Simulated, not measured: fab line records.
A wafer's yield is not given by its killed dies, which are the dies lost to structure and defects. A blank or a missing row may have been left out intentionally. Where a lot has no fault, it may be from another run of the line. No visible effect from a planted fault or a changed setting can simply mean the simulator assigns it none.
fab line records | flow n5_finfet
[record] lots = 4 wafers = 12 last_day = 14
route steps=1938 shown MOL_CONTACT_COAG@595 BEOL_M0_SAQP@632 PASSIVATION@1936
lots that met no fault: from a run of the same line without faults
start_h: hours from the record's opening day to when the first of the lot's shown wafers began | wait_h: time in hours since the lot's previous step | " the same as in the row above | L1.1+2: one row covering several wafers at once | - value missing, or start not given | * or withheld: withheld | < > ~ a bound
route shown NAME@n: a module of which the file shows steps, and the number in the route of the first | usual: mean and standard deviation over wafers with no fault | same: alike in all rows | chamber/n: place in a boat | sites: per-site readings | _std_site: standard deviation of those values | _edge_site: mean of outer sites minus mean of inner sites | radius_mm: how far each site lies from the wafer's centre | mask NAME#n: copy n | behind: the most recent tool/chamber to have shaped the wafer | hold: why the lot went on hold/how many hours it stayed there/how the hold came to an end | device: whichever transistor did not switch (one of n, p or np) | end of line: the same wafers' tests at the end of the route | step lacking rows: just its recipe | killed: dies lost to structure and defects at the first sort, not the wafer's yield | map: dies across one wafer; x = killed, . = not, _ = none there
set.NAME: setting as actually run; set.NAME@STEP: the setting as run at that earlier step | model.NAME: the simulator's own value behind a step, which no gauge read
lots at selected steps of the route; one table per step, one row per wafer
services: a tool's chamber out of use, with start hour (start_h, from the record's first day; less than 0 if before it), hours out, and reason
[[steps]]
[step N5_MOL_CONTACT_COAG_COAT_64]
[recipe] resist = underlayer temp_c = 205 time_s = 60 spin_rpm = 1500 resist_thk_nm = 10
[step N5_MOL_CONTACT_COAG_COAT_34]
[recipe] resist = CAR-EUV spin_rpm = 1500 resist_thk_nm = 40
[step N5_MOL_CONTACT_COAG_EBR_36]
[recipe] solvent = PGMEA ebr_width_mm = 1.5
[step N5_MOL_CONTACT_COAG_SOFTBAKE_35]
[recipe] temp_c = 110 time_s = 60 resist = CAR-EUV
[step N5_MOL_CONTACT_COAG_EXPOSE_37]
[recipe] mask_id = VD na = 0.33 source_shape = annular sigma_inner = 0.3 sigma_outer = 0.7 polarization = unpolarized defocus_nm = 0 dose_mj = 62
[step N5_MOL_CONTACT_COAG_PEB_38]
[recipe] peb_temp_c = 100 peb_time_s = 60 resist = CAR-EUV
[step N5_MOL_CONTACT_COAG_DEVELOP_39]
[recipe] develop_time_s = 30 developer = TMAH resist = CAR-EUV rinse_liquid = surfactant_rinse dry = air_spin dev_temp_c = 23
[step N5_MOL_CONTACT_COAG_DESCUM_45]
[recipe] chemistry = O2 time_s = 7 source_power_w = 50 bias_power_w = 20 pressure_mtorr = 20 rf_frequency_hz = 2.712e+07 temp_c = 40 resist = CAR-EUV o2_flow_sccm = 225
[step N5_MOL_CONTACT_COAG_ETCH_65]
[recipe] chemistry = N2/H2 target = underlayer target_depth_a = 130 mask_material = CAR-EUV time_s = 10.4 ion_energy_ev = 200 pressure_mtorr = 30 source_w = 840 bias_w = 150 n2_flow_sccm = 200 h2_flow_sccm = 200 ends = cleared
[step N5_MOL_CONTACT_COAG_ETCH_66]
[recipe] chemistry = CF4 target = SiARC target_depth_a = 130 mask_material = CAR-EUV time_s = 21.7 ion_energy_ev = 80 pressure_mtorr = 40 source_w = 545 bias_w = 36 Ar_flow_sccm = 100 cf4_flow_sccm = 100 ends = cleared
[usual] drypump_motor_current_A = 5.6/0.54 etch_rf_on_time_s = 21.7/0.41 oes_product_au = 0.65/0.07 rf_vpp_V = 183.7/1.1 showerhead_plenum_p_Torr = 2.11/0.054 throttle_valve_pct = 15.65/0.24
// columns lot.wafer tool chamber start_h wait_h drypump_motor_current_A etch_rf_on_time_s oes_product_au rf_hours_counter_h rf_vpp_V showerhead_plenum_p_Torr throttle_valve_pct
L367.1 rie_diel-05 3 116.81 0.0 6.1 21.7 0.62 185 184.4 2.21 15.94
L367.2 " 1 " " 5.8 22.2 0.60 225 184.4 2.12 15.77
L367.4 " 0 " " 6.1 21.4 0.79 26 183.0 2.11 15.26
L368.1 rie_diel-06 1 120.49 0.0 4.9 21.5 0.67 130 183.9 2.08 15.92
L368.3 " 3 " " 5.5 22.1 0.60 195 183.8 2.04 15.80
L368.6 " 2 " " 6.6 21.6 0.58 - 183.3 2.04 15.65
L370.2 rie_diel-06 1 133.21 0.0 4.9 21.2 0.66 135 184.9 2.08 15.94
L370.5 " 0 " " 5.6 21.1 0.67 - 184.3 2.16 15.66
L370.6 " 3 " " 5.5 22.2 0.59 - 182.8 2.04 15.82
L374.1 rie_diel-06 0 155.90 0.0 5.6 21.0 0.67 157 184.1 2.15 15.66
L374.2 " 2 " " 6.6 21.9 0.58 238 182.3 2.04 15.67
L374.3 " 1 " " 4.9 21.6 0.65 144 183.7 2.08 15.95
[step N5_MOL_CONTACT_COAG_ALD_133]
[recipe] material = SiO2 target_thk_a = 50 temp_c = 100 ald_precursor_family = BDEAS ald_co_reactant = O2-plasma pulse_time_s = 1 co_reactant_pulse_time_s = 1 purge_time_s = 2 co_reactant_purge_time_s = 2 ald_cycles = 35 pressure_torr = 2
[step N5_MOL_CONTACT_COAG_ETCHBACK_134]
[recipe] chemistry = CHF3 target = SiO2 target_depth_a = 100 time_s = 6.7 ion_energy_ev = 200 pressure_mtorr = 30 source_w = 610 bias_w = 170 Ar_flow_sccm = 200 CHF3_flow_sccm = 50
[step N5_MOL_CONTACT_COAG_ETCH_67]
[recipe] chemistry = N2/H2 target = SOC target_depth_a = 600 overetch_a = 210 mask_material = SiARC temp_c = 40 time_s = 101.2 ion_energy_ev = 200 pressure_mtorr = 30 source_w = 840 bias_w = 150 n2_flow_sccm = 200 h2_flow_sccm = 200
[step N5_MOL_CONTACT_COAG_STRIP_68]
[recipe] chemistry = N2/H2 temp_c = 40 n2_flow_sccm = 200 h2_flow_sccm = 200 rf_frequency_hz = 6e+07
[step N5_MOL_CONTACT_COAG_STRIP_69]
[recipe] chemistry = N2/H2 temp_c = 40 n2_flow_sccm = 200 h2_flow_sccm = 200 rf_frequency_hz = 6e+07
[step N5_MOL_CONTACT_COAG_ETCHBACK_136]
[recipe] chemistry = CHF3 target = SiO2 target_depth_a = 250 time_s = 16.7 ion_energy_ev = 200 pressure_mtorr = 30 source_w = 610 bias_w = 170 Ar_flow_sccm = 200 CHF3_flow_sccm = 50
[step N5_MOL_CONTACT_COAG_STRIP_120]
[recipe] chemistry = CHF3 resist = SiARC rf_frequency_hz = 6e+07
[step N5_MOL_CONTACT_COAG_VIA_ETCH_117]
[recipe] chemistry = C4F6/O2 target_depth_a = 400 overetch_a = 80 mask_material = SOC target = SiO2 bias_w = 455 pressure_mtorr = 10 time_s = 26 source_w = 325 Ar_flow_sccm = 300 C4F6_flow_sccm = 10 O2_flow_sccm = 10 ion_energy_ev = 575.3 ends = end_point
[step N5_MOL_CONTACT_COAG_ETCH_124]
[recipe] chemistry = CH3F/O2 target = SiNx target_depth_a = 65 mask_material = SOC stop_on = SiOC over_etch_frac = 0.3 ion_energy_ev = 120 pressure_mtorr = 30 source_w = 395 bias_w = 73 Ar_flow_sccm = 150 CH3F_flow_sccm = 30 O2_flow_sccm = 20 ends = end_point
[step N5_MOL_CONTACT_COAG_ETCH_48]
[recipe] chemistry = C4F6/O2 target_depth_a = 150 overetch_a = 45 mask_material = SOC target = SiOC bias_w = 465 pressure_mtorr = 10 time_s = 17 source_w = 335 Ar_flow_sccm = 300 C4F6_flow_sccm = 10 O2_flow_sccm = 10 ion_energy_ev = 576
[step N5_MOL_CONTACT_COAG_STRIP_72]
[recipe] chemistry = N2/H2 power_w = 450 temp_c = 40 pressure_mtorr = 20 rf_frequency_hz = 6e+07 overash_fraction = 3 bias_power_w = 7 h2_frac = 0.5 n2_flow_sccm = 200 h2_flow_sccm = 200
[step N5_MOL_CONTACT_COAG_STRIP_49]
[recipe] chemistry = N2/H2 time_s = 30 power_w = 1000 temp_c = 250 pressure_mtorr = withheld n2_flow_sccm = 1750 h2_flow_sccm = 3250
[step N5_MOL_CONTACT_COAG_PRECLEAN_138]
[recipe] chemistry = alkaline_clean temp_c = 60 time_s = 60 do_ppb = 50
[step N5_MOL_CONTACT_COAG_SRD_139]
[recipe] dry = ipa_marangoni time_s = 30 temp_c = 23 rinse_liquid = diw
[step N5_MOL_CONTACT_COAG_PRE_CLEAN_121]
[recipe] gas = H2/He time_s = * temp_c = withheld
[step N5_MOL_CONTACT_COAG_CVD_140]
[recipe] material = W target_thk_a = 665 mode = selective_fill temp_c = 300 time_s = 215
[step N5_MOL_CONTACT_COAG_PRECLEAN_127]
[recipe] chemistry = DIW time_s = 57.5 temp_c = 23
[step N5_MOL_CONTACT_COAG_SRD_128]
[recipe] dry_time_s = 32 dry = n2_spin spin_rpm = 1500
[step N5_MOL_CONTACT_COAG_CMP_52]
[recipe] stop_on = SiO2 t_overpolish_s = 1.5 post_cmp_clean = w_dilute_nh4oh down_force_psi = 4 platen_rpm = 50.289 pad_velocity_m_s = 1.0006 target_thk_nm = 66.5
[step N5_MOL_CONTACT_COAG_ANNEAL_112]
[recipe] temp_c = 400 time_s = 1800 ambient = HPD2 pressure_atm = 10
[step N5_BEOL_M0_SAQP_PECVD_00]
[recipe] material = SiCN target_thk_a = 80 temp_c = withheld precursor = 3MS/NH3 pressure_torr = 3 rf_w = 202 time_s = 14
[step N5_BEOL_M0_SAQP_ILD_DEP_01]
[recipe] material = SiOC target_thk_a = 454.19 temp_c = 350 precursor = DEMS/O2 pressure_torr = 5 rf_w = 500 time_s = 8.7
[step N5_BEOL_M0_SAQP_HM_DEP_02]
[recipe] material = TiN target_thk_a = 120 temp_c = 25 chamber_pressure_pa = 0.49996
[step N5_BEOL_M0_SAQP_PECVD_03]
[recipe] material = SiCN target_thk_a = 120 temp_c = withheld precursor = 3MS/NH3 pressure_torr = 3 rf_w = 202 time_s = 21.1
[step N5_BEOL_M0_SAQP_PECVD_96]
[recipe] material = a-Si target_thk_a = 450 temp_c = 350 precursor = SiH4/He pressure_torr = 3 rf_w = 100 time_s = 45.2
[step N5_PASSIVATION_PROBE_49]
[usual] defect_limited_yield = 91.2/1.4 killed_at_M0_to_M3 = 35/11 killed_at_M4_up = 14/5.6 killed_at_contacts = 12/5.6 killed_at_front_end = 38/11 killed_at_other = 4/3.4 killed_dies = 103/17 killed_on_rim = 13/3.5 killed_open = 68/12 killed_short = 33/8.8 sort_bin_5_function = 5.1/0.89 sort_bin_6_memory = 3.3/0.71 sort_n_pass = 1077/17 sort_yield_pct = 91.2/1.4
[same] gross_dies = 1180 killed_at_back_side = 0 sort_bin_4_leakage[%] = 0 sort_bin_8_speed[%] = 0
// columns lot.wafer tool chamber start_h wait_h defect_limited_yield[%] killed_at_M0_to_M3 killed_at_M4_up killed_at_contacts killed_at_front_end killed_at_other killed_dies killed_on_rim killed_open killed_short sort_bin_5_function[%] sort_bin_6_memory[%] sort_n_pass sort_yield_pct[%]
L370.2 prober-01 - 325.80 0.1 93.7 24 10 12 27 1 74 9 44 30 3.6 2.4 1106 93.7
L370.5 prober-01 - 325.95 0.2 83.4 38 10 85 63 0 196 30 72 52 10.3 4.2 984 83.4
L370.6 prober-01 - 326.00 0.3 91.6 27 16 25 30 1 99 15 60 39 4.7 3.4 1081 91.6
L374.1 prober-02 - 347.01 0.0 85.6 38 15 84 28 5 170 29 60 36 8.8 3.6 1010 85.6
L374.3 prober-02 - 347.11 0.1 90.9 23 11 14 51 8 107 14 60 46 4.9 3.7 1073 90.9
// killed by level:class
L370.2 MOL_CONTACT_COAG:geometric_particle:open=9 FIN_SAQP:geometric_particle:short=8 BEOL_M0_SAQP:geometric_particle:open=5 BEOL_M2:geometric_particle:open=5 BEOL_M4:geometric_particle:open=5 GATE_CUT:geometric_particle:short=4 STARTING-WAFER:geometric_particle:open=4 FIN_SAQP:geometric_particle:open=3
L370.5 MOL_CONTACT_COAG:unspecified=72 FIN_SAQP:geometric_particle:open=16 BEOL_M0_SAQP:geometric_particle:short=15 BEOL_M0_SAQP:geometric_particle:open=14 FIN_SAQP:geometric_particle:short=13 MOL_CONTACT_COAG:geometric_particle:open=12 STI_FIN_REVEAL:geometric_particle:open=7 BEOL_M4:geometric_particle:open=5
L370.6 MOL_CONTACT_COAG:geometric_particle:open=17 BEOL_M4:geometric_particle:open=9 MOL_CONTACT_COAG:geometric_particle:short=8 BEOL_M2:geometric_particle:open=7 BEOL_M3:geometric_particle:short=7 STI_FIN_REVEAL:geometric_particle:short=5 FIN_SAQP:geometric_particle:short=4 STI_FIN_REVEAL:geometric_particle:open=4
L374.1 MOL_CONTACT_COAG:unspecified=74 FIN_SAQP:geometric_particle:short=11 BEOL_M1:geometric_particle:open=11 MOL_CONTACT_COAG:geometric_particle:open=9 BEOL_M0_SAQP:geometric_particle:open=7 BEOL_M4:geometric_particle:open=6 FIN_SAQP:geometric_particle:open=5 BEOL_M0_SAQP:geometric_particle:short=5
L374.3 FIN_SAQP:geometric_particle:short=16 FIN_SAQP:geometric_particle:open=13 MOL_CONTACT_COAG:geometric_particle:open=11 BEOL_M3:geometric_particle:open=6 STI_FIN_REVEAL:geometric_particle:open=6 BEOL_M1:geometric_particle:open=5 BEOL_M3:geometric_particle:short=5 DUMMY_GATE:geometric_particle:open=4
// map L370.5 (x killed, . not)
_________________............________________
______________.................._____________
___________...........xx.x...x.....__________
__________.x.................x..x..._________
________.........................x...._______
_______............x..x..............x.______
______.x................x........x......_____
_____..........x............x.....x......____
____....................................x.___
___.....xx.x.xx.........x...............x..__
___......xx............x......x..x........x__
__..................x.........x........x...._
__.x............................x.x...x....._
_xx.x......x.x.....x.......x.................
_..x..........x.......x..x..x......x.xxx.....
_........x.....x..............x..x........x.x
_.......x....................xx.......xx...x.
_..............x.x...x................x...x.x
_xxxxxx.x...............x............x.....x.
_xxxxxxxx...............x..x.......x.x.......
_xxxxxxxx.....x.........................x....
__xxxxxxxxx.............x...........x......._
__xxxxxxxxxx...............x....x......x.x.._
___xxxxxxxx.........x.......x........x.....__
___xxxxxx........x..x.....x................__
____xxxxxxx..x......x.x....x............x.___
_____xxx.xxx.........x.......x...xxx...x.____
______xxxx...x.....x........x.x.x...x..._____
_______x..x.........x...............x..______
________.........xx..................._______
__________....x...x.x............x.._________
___________....x...................__________
______________x................._____________
_________________....x.......________________
// map L374.1 (x killed, . not)
_________________x..x...x....________________
______________............x....._____________
___________......................x.__________
__________.......................x.._________
________.............................._______
_______......x......x.x....x...x...x...______
______....xx..x..x....................x._____
_____......x.....x................xx.....____
____...x......................x..........x___
___....xx..x............x......xx..........__
___............x....x.........x...........x__
__...........x.............................._
__.................x....x.......x..........._
_.x..................x........x..............
_.x.........x..x.....x..........x.......x.x..
_................................x......x....
_....................x...x.........x.........
_x.x..............x..x...xx..................
_xxxxxxx..x..................................
_xxxxxx...x....x.............................
_xxxxxxxxxx..............x...................
__xxxxxx.x.x............x......x.....x......_
__xxxxxxxxx.x................x.............._
___xxxxxxxx.....x................x....x....__
___xxxxxxxx......x..........x.........x....__
____xxxxxxx.x...x.....x............x....x.___
_____xxxx........x........x..............____
______xxx.xx.............x.............._____
_______xx..........x...........x.......______
________..........x...x...........x..._______
__________..x..........x...x.....x.._________
___________...................x....__________
______________.........xx..x.x.._____________
_________________............________________
[[services]]
// columns tool chamber start_h hours kind
rie_diel-05 - 147.49 16.3 repair
[[key]]
[first_sign] step = N5_PASSIVATION_PROBE_49 reading = killed_at_contacts direction = up sigmas = 13 usual = 12 struck = 84
[effect] step = N5_PASSIVATION_PROBE_49 reading = defect_limited_yield direction = down sigmas = 4.7 usual = 91.2 struck = 84.5
[more_kills_born_at] N5_MOL_CONTACT_COAG_ETCH_66@rie_diel-06 = 145
met_at N5_MOL_CONTACT_COAG_ETCH_66
struck_wafers L370.5,L374.1
[fault] kind = chamber_particle_source tool = rie_diel-06 chamber = 0 onset_h = 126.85 steps = N5_MOL_CONTACT_COAG_ETCH_66 rate_per_visit_cm2 = 1.2084 end_h = 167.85
